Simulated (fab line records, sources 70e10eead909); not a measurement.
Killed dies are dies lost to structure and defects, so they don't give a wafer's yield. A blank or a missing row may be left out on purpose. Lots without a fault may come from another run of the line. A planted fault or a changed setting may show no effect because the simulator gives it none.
Which tool did it? | flow nand_harc | 12 lots, 36 wafers sampled, at 5 steps of a route of 1302

WHAT THE GAUGES READ, wafer by wafer
NHARC_P_ZERO_WELL_CD_MEAS_11: target cd 500 nm. Usual: cd_nm 499.4 nm, standard deviation 1.6.
lot  | measured     | on        | cd_nm (nm)        | flag
L168 | day 2 07:14  | cd_sem-02 | 500.2 498.9 503.4 |
L170 | day 3 03:07  | cd_sem-01 | 501.6 498.6 498.8 |
L172 | day 3 23:07  | cd_sem-03 | 500.7 500.0 498.5 |
L181 | day 7 17:14  | cd_sem-02 | 498.4 500.6 499.6 |
L182 | day 8 03:09  | cd_sem-02 | 499.0 500.0 500.3 |
L183 | day 8 13:19  | cd_sem-03 | 499.2 500.7 499.9 |
L184 | day 8 23:11  | cd_sem-03 | 499.8 498.9 500.4 |
L185 | day 9 09:14  | cd_sem-03 | 501.0 497.0 497.8 |
L186 | day 9 19:15  | cd_sem-01 | 496.6 495.6 497.9 |
L188 | day 10 15:15 | cd_sem-01 | 498.9 498.6 500.7 |
L189 | day 11 01:11 | cd_sem-02 | 499.7 501.6 503.1 |
L190 | day 11 11:14 | cd_sem-01 | 497.6 498.3 499.7 |

NHARC_P_ZERO_WELL_CD_MEAS_24: target cd 720 nm. Usual: cd_nm 720.0 nm, standard deviation 1.9.
lot  | measured     | on        | cd_nm (nm)                          | flag
L168 | day 2 08:28  | cd_sem-02 | 721.7 721.8 721.3                   |
L170 | day 3 04:28  | cd_sem-03 | 720.5 723.0 723.5                   |
L172 | day 4 01:18  | cd_sem-03 | 692.3 696.2 694.9 692.3 696.3 694.7 | OFF
L181 | day 7 18:29  | cd_sem-03 | 718.5 719.4 719.1                   |
L182 | day 8 04:22  | cd_sem-01 | 717.2 717.5 717.6                   |
L183 | day 8 14:38  | cd_sem-01 | 718.2 718.6 717.4                   |
L184 | day 9 00:27  | cd_sem-03 | 720.4 719.0 720.9                   |
L185 | day 9 12:27  | cd_sem-02 | 724.5 721.1 721.4                   |
L186 | day 9 20:36  | cd_sem-03 | 718.2 721.5 723.1                   |
L188 | day 10 16:47 | cd_sem-03 | 721.5 719.9 721.5                   |
L189 | day 11 02:26 | cd_sem-01 | 718.6 717.3 722.2                   |
L190 | day 11 12:35 | cd_sem-01 | 721.8 717.2 719.8                   |

NHARC_P_STI_OVL_MEAS_10. Usual: overlay_x_nm 0 nm, standard deviation 5.2; overlay_y_nm -1 nm, standard deviation 7.
lot  | measured     | on         | overlay_x_nm (nm) | overlay_y_nm (nm) | flag
L168 | day 3 04:56  | overlay-01 | 1 1 1             | -8 -8 -8          |
L170 | day 4 02:44  | overlay-02 | 1 1 1             | 13 13 14          |
L172 | day 5 11:10  | overlay-02 | 5 6 6             | 3 3 3             |
L181 | day 8 17:17  | overlay-02 | 6 6 6             | -5 -5 -5          |
L182 | day 9 00:19  | overlay-02 | -2 -1 -2          | 1 1 1             |
L183 | day 9 10:41  | overlay-02 | -11 -11 -11       | 10 10 11          |
L184 | day 9 20:16  | overlay-02 | 6 7 6             | -2 -2 -2          |
L185 | day 10 11:35 | overlay-02 | -9 -9 -10         | -4 -5 -5          |
L186 | day 10 19:04 | overlay-01 | -5 -5 -5          | 4 4 4             |
L188 | day 11 14:35 | overlay-01 | 5 4 5             | 8 8 8             |
L189 | day 12 00:20 | overlay-01 | 5 5 6             | -8 -8 -8          |
L190 | day 12 14:13 | overlay-01 | -6 -6 -6          | -10 -9 -10        |

WHICH TOOL RAN EACH LOT (tool, then ch and the chambers of the sampled wafers, then the start)
lot  | NHARC_P_ZERO_WELL_ETCH_62                     | NHARC_P_ZERO_WELL_EXPOSE_21
L168 | rie_diel-05 ch 0,1,2, day 2 08:19 or earlier  | krf_scanner-03 ch 0, day 2 08:19
L170 | rie_diel-05 ch 0,2,3, day 3 04:18 or earlier  | krf_scanner-04 ch 0, day 3 04:18
L172 | rie_diel-04 ch 0,2,3, day 4 01:09 or earlier  | krf_scanner-01 ch 0, day 4 01:09
L181 | rie_diel-01 ch 1,2,3, day 7 18:20 or earlier  | krf_scanner-03 ch 0, day 7 18:20
L182 | rie_diel-05 ch 0,3, day 8 04:13 or earlier    | krf_scanner-03 ch 0, day 8 04:13
L183 | rie_diel-01 ch 1,3, day 8 14:29 or earlier    | krf_scanner-03 ch 0, day 8 14:29
L184 | rie_diel-01 ch 1,3, day 9 00:17 or earlier    | krf_scanner-03 ch 0, day 9 00:17
L185 | rie_diel-04 ch 0,2, day 9 12:17 or earlier    | krf_scanner-01 ch 0, day 9 12:17
L186 | rie_diel-04 ch 0,2,3, day 9 20:27 or earlier  | krf_scanner-04 ch 0, day 9 20:27
L188 | rie_diel-04 ch 0,3, day 10 16:38 or earlier   | krf_scanner-01 ch 0, day 10 16:38
L189 | rie_diel-04 ch 0,3, day 11 02:16 or earlier   | krf_scanner-01 ch 0, day 11 02:16
L190 | rie_diel-04 ch 0,2,3, day 11 12:26 or earlier | krf_scanner-04 ch 0, day 11 12:26
- NHARC_P_ZERO_WELL_ETCH_62: etches the open film in CHF3/Ar, target depth 13 nm, time 6.5 s.
- NHARC_P_ZERO_WELL_EXPOSE_21: exposes mask P NWELL, target cd 720 nm.

WHAT THE TOOLS THEMSELVES READ (means of the sampled wafers that have a number; where no wafer has one, the mark that the record gives instead)
NHARC_P_ZERO_WELL_ETCH_62. Usual: chamber_pressure_mTorr 25.000 mTorr, standard deviation 0.023; drypump_motor_current_A 5.9 A, standard deviation 0.52; oes_product_au 0.961 a.u., standard deviation 0.017; rf_vpp_V 370.0 V, standard deviation 1.8; showerhead_plenum_p_Torr 2.32 Torr, standard deviation 0.073; throttle_valve_pct 20.218 %, standard deviation 0.0087.
lot  | tool        | chamber_pressure_mTorr (mTorr) | drypump_motor_current_A (A) | oes_product_au (a.u.) | rf_vpp_V (V) | showerhead_plenum_p_Torr (Torr) | throttle_valve_pct (%) | flag
L168 | rie_diel-05 | 25.000                         | 5.5                         | 0.969                 | 371.0        | 2.31                            | 20.216                 |
L170 | rie_diel-05 | 25.003                         | 5.6                         | 0.978                 | 370.1        | 2.31                            | 20.218                 |
L172 | rie_diel-04 | 25.017                         | 5.8                         | 0.934                 | 370.7        | 2.33                            | 20.214                 |
L181 | rie_diel-01 | 24.992                         | 6.2                         | 0.954                 | 370.0        | 2.34                            | 20.222                 |
L182 | rie_diel-05 | 24.971                         | 5.7                         | 0.963                 | 369.9        | 2.31                            | 20.218                 |
L183 | rie_diel-01 | 24.985                         | 6.2                         | 0.950                 | 371.0        | 2.34                            | 20.215                 |
L184 | rie_diel-01 | 25.001                         | 6.2                         | 0.967                 | 370.6        | 2.34                            | 20.220                 |
L185 | rie_diel-04 | 24.993                         | 5.3                         | 0.940                 | 371.5        | 2.38                            | 20.211                 |
L186 | rie_diel-04 | 24.974                         | 5.8                         | 0.962                 | 369.1        | 2.31                            | 20.223                 |
L188 | rie_diel-04 | 24.997                         | 6.2                         | 0.957                 | 368.4        | 2.23                            | 20.232                 |
L189 | rie_diel-04 | 25.001                         | 5.8                         | 0.974                 | 368.3        | 2.28                            | 20.221                 |
L190 | rie_diel-04 | 25.012                         | 5.8                         | 0.967                 | 369.8        | 2.30                            | 20.214                 |

NHARC_P_ZERO_WELL_EXPOSE_21. Usual: reticle_temp_C 23.00 C, standard deviation 0.099.
lot  | tool           | reticle_temp_C (C) | flag
L168 | krf_scanner-03 | 23.07              |
L170 | krf_scanner-04 | 23.10              |
L172 | krf_scanner-01 | 23.07              |
L181 | krf_scanner-03 | 23.04              |
L182 | krf_scanner-03 | 23.13              |
L183 | krf_scanner-03 | 23.08              |
L184 | krf_scanner-03 | 22.90              |
L185 | krf_scanner-01 | 23.07              |
L186 | krf_scanner-04 | 22.91              |
L188 | krf_scanner-01 | 22.87              |
L189 | krf_scanner-01 | 22.94              |
L190 | krf_scanner-04 | 22.94              |

THE ANSWER, worked out from the rows above alone
Rule: a lot is off if the mean of its wafers that have a number lies more than 3 standard deviations from the usual mean. A lot without any number at a reading at which 4 lots or more have one is off too. The other lots that the step has rows for count as sound. The gauges are gone through in route order, then the tools' own readings, and for those a lot's mean is taken as printed above. The first step at which some lot is off is used, and at that step the reading that is off furthest; a lot without a number counts as furthest.
Off: L172, at NHARC_P_ZERO_WELL_CD_MEAS_24 (cd_nm).
A tool fits if, at a process step before that reading, it ran every lot that is off, and no sound lot after the first of them. The gauges at NHARC_P_ZERO_WELL_CD_MEAS_24 are tried like those tools. NHARC_P_ZERO_WELL_ETCH_62 gives no start for some lots, so the hours and the order of its lots are those of NHARC_P_ZERO_WELL_EXPOSE_21. None of those tried fits.

WHAT THE SIMULATOR HAD PUT IN
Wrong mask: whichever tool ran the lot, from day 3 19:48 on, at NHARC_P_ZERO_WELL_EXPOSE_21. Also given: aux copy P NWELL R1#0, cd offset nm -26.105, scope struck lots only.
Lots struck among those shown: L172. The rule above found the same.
